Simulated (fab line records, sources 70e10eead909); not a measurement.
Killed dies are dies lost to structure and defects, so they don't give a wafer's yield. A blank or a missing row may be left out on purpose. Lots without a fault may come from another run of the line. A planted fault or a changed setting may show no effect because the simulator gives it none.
A struck lot beside a sound one | flow nand_harc | 42 steps out of a route of 1302
Sound: wafers L305.1, L305.2, L305.3. Struck: wafers L316.2, L316.3, L316.5. The cause comes at the end.
At each step with rows: each side's tool, then ch and its chambers, then its first start. Under that, the readings that differ: sound wafers | struck wafers | difference of the means | sigmas: that difference in standard deviations of wafers without a fault.
alike: readings whose means differ by less than 2 such deviations, and words and numbers that are the same on both sides. not compared: withheld readings, readings that some wafer has no value for, bounds like >300 that may hide the same value, and numbers for which the record gives no deviation and whose values overlap.
The two part at a step that has a row with sigmas, a row that says differs or no value, or rows on one side only. Numbers that don't overlap but have no deviation are shown without sigmas and don't part them. A reading that every wafer of one side lacks parts them only if that side has two wafers or more.

NHARC_A_M1_INSPECT_11:
  sound on defect_inspect-02, day 23 14:03; struck on defect_inspect-02, day 28 02:56
  alike: raw_defect_count
NHARC_A_M1_DESCUM_14: chemistry O2, time 3 s.
  sound on rie_diel-07 ch 0,1,3, day 23 14:07; struck on rie_diel-06 ch 0,1, day 28 02:59
  alike: drypump_motor_current_A, mfc_ar_sccm, oes_product_au, rf_vpp_V, showerhead_plenum_p_Torr, throttle_valve_pct
  not compared: rf_hours_counter_h
NHARC_A_M1_ETCH_35: etches the open film in N2/H2, target depth 40 nm, overetch 12 nm, time 43.94 s.
  sound on rie_diel-07 ch 0,1,3, day 23 14:11; struck on rie_diel-06 ch 1,2,3, day 28 03:04
  alike: drypump_motor_current_A, mfc_ar_sccm, oes_product_au, rf_vpp_V, showerhead_plenum_p_Torr, throttle_valve_pct
  not compared: rf_hours_counter_h
then, 1 step without rows for these wafers: NHARC_A_M1_ETCH_15 (etches the open film in C4F8/Ar, target depth 182.5 nm, time 91.2 s).
NHARC_A_M1_CD_MEAS_16:
  sound on cd_sem-01, day 23 14:25; struck on cd_sem-02, day 28 03:17
  alike: cd_nm
then, 5 steps without rows for these wafers: NHARC_A_M1_STRIP_18 (strips in N2/H2); NHARC_A_M1_ETCH_28 (etches the open film in CF4/N2, target depth 30 nm, time 72.99 s); NHARC_A_M1_STRIP_19 (strips in post etch residue remover, time 600 s); NHARC_A_M1_DEGAS_29 (time 60 s); NHARC_A_M1_PRE_CLEAN_30 (time 30 s).
NHARC_A_M1_PVD_20: deposits TaN, target thk 5 nm, time 8.06 s.
  sound on pvd_sputter-01; struck on pvd_sputter-01
  alike: substrate_temp_c, throttle_valve_pct
then, 1 step without rows for these wafers: NHARC_A_M1_PVD_21 (deposits Cu, target thk 30 nm, time 20.49 s).
NHARC_A_M1_ECD_22: material Cu, target thk 400 nm.
  sound on ecd_cu-01 ch 0,1, day 23 15:29; struck on ecd_cu-01 ch 0,1, day 28 04:27
then, 2 steps without rows for these wafers: NHARC_A_M1_ANNEAL_31 (time 90 s); NHARC_A_M1_CMP_23 (polishes, t overpolish 20 s, target thk 154.34 nm).
NHARC_A_M1_THK_MEAS_24: measures by xrf.
  sound on film_metro-01, day 23 16:31; struck on film_metro-02, day 28 05:26
  alike: thk_nm
then, 2 steps without rows for these wafers: NHARC_A_M1_SRD_25; NHARC_A_M1_PRE_CLEAN_32 (time 12 s).
NHARC_A_M1_DEP_33: deposits SiCN, target thk 30 nm.
  sound on pecvd-01 ch 0,1,2, day 23 16:49; struck on pecvd-04 ch 0,2, day 28 05:44
  alike: heater_power_w, showerhead_vpp_V
then, 2 steps without rows for these wafers: NHARC_A_BONDPAD_DEP_00 (deposits SiCN, target thk 250 nm); NHARC_A_BONDPAD_CMP_29 (polishes SiCN, target thk 200 nm).
NHARC_A_BONDPAD_THK_MEAS_30: measures by ellipsometry.
  sound on film_metro-02, day 23 18:02; struck on film_metro-01, day 28 06:56
  alike: thk_nm
then, 10 steps without rows for these wafers: NHARC_A_BONDPAD_SRD_31; NHARC_A_BONDPAD_DEHYDRATE_01 (time 120 s); NHARC_A_BONDPAD_HMDS_02 (time 30 s); NHARC_A_BONDPAD_COAT_33 (time 65 s); NHARC_A_BONDPAD_COAT_03 (resist thk 600 nm); NHARC_A_BONDPAD_SOFTBAKE_04 (time 70 s); NHARC_A_BONDPAD_EBR_05; NHARC_A_BONDPAD_EXPOSE_06 (exposes mask A BPAD); NHARC_A_BONDPAD_PEB_07 (peb time 80 s); NHARC_A_BONDPAD_DEVELOP_08 (time 50 s).
NHARC_A_BONDPAD_CD_MEAS_09: target cd 500 nm.
  sound on cd_sem-01 ch 0, day 23 18:29; struck on cd_sem-02 ch 0, day 28 07:31
  alike: cd_nm
NHARC_A_BONDPAD_OVL_MEAS_35:
  sound on overlay-01, day 23 18:34; struck on overlay-01, day 28 07:35
  alike: overlay_x_nm, overlay_y_nm
then, 2 steps without rows for these wafers: NHARC_A_BONDPAD_HARDBAKE_10 (time 65 s); NHARC_A_BONDPAD_DESCUM_11 (chemistry O2, time 3 s).
NHARC_A_BONDPAD_ETCH_34: etches the open film in N2/H2, target depth 60 nm, overetch 18 nm, time 65.91 s.
  sound on rie_diel-05 ch 1,2,3, day 23 18:47; struck on rie_diel-05 ch 0,1,2, day 28 07:49
  alike: drypump_motor_current_A, mfc_ar_sccm, oes_product_au, rf_vpp_V, showerhead_plenum_p_Torr, throttle_valve_pct
  not compared: rf_hours_counter_h
then, 1 step without rows for these wafers: NHARC_A_BONDPAD_ETCH_12 (etches the open film in CHF3/O2, target depth 220 nm, time 110 s).
NHARC_A_BONDPAD_CD_MEAS_13:
  sound on cd_sem-02, day 23 19:00; struck on cd_sem-02, day 28 08:03
  alike: cd_nm
then, 1 step without rows for these wafers: NHARC_A_BONDPAD_STRIP_15 (strips in O2).
NHARC_HYBRID_BOND_ACTIVATE_00: chemistry N2, time 60 s.
  sound on rie_diel-11 ch 0,2,3, day 23 21:19; struck on rie_diel-10 ch 1,2,3, day 28 14:35
  reading | sound | struck                                                                     | difference                   | sigmas
  hold    | - - - | await_dispo/3.8h/release await_dispo/3.8h/release await_dispo/3.8h/release | no value on the sound wafers |
  alike: drypump_motor_current_A, mfc_ar_sccm, oes_product_au, rf_vpp_V, showerhead_plenum_p_Torr
  not compared: rf_hours_counter_h
NHARC_END_SORT_01:
  sound on prober-01 ch 0, day 25 00:52; struck on prober-01 ch 0, day 30 11:48
  reading                  | sound          | struck         | difference | sigmas
  defect_limited_yield (%) | 87.0 87.9 89.5 | 36.6 41.4 36.8 | -49.9      | -18
  killed_at_array          | 85 80 66       | 428 395 422    | +338       | +19
  killed_dies              | 88 82 71       | 429 397 428    | +338       | +19
  alike: killed_at_other, killed_at_periphery, killed_open, killed_short

WHERE THEY PART
First at NHARC_HYBRID_BOND_ACTIVATE_00; last, within this record, at NHARC_END_SORT_01.

WHY: what the simulator had put in
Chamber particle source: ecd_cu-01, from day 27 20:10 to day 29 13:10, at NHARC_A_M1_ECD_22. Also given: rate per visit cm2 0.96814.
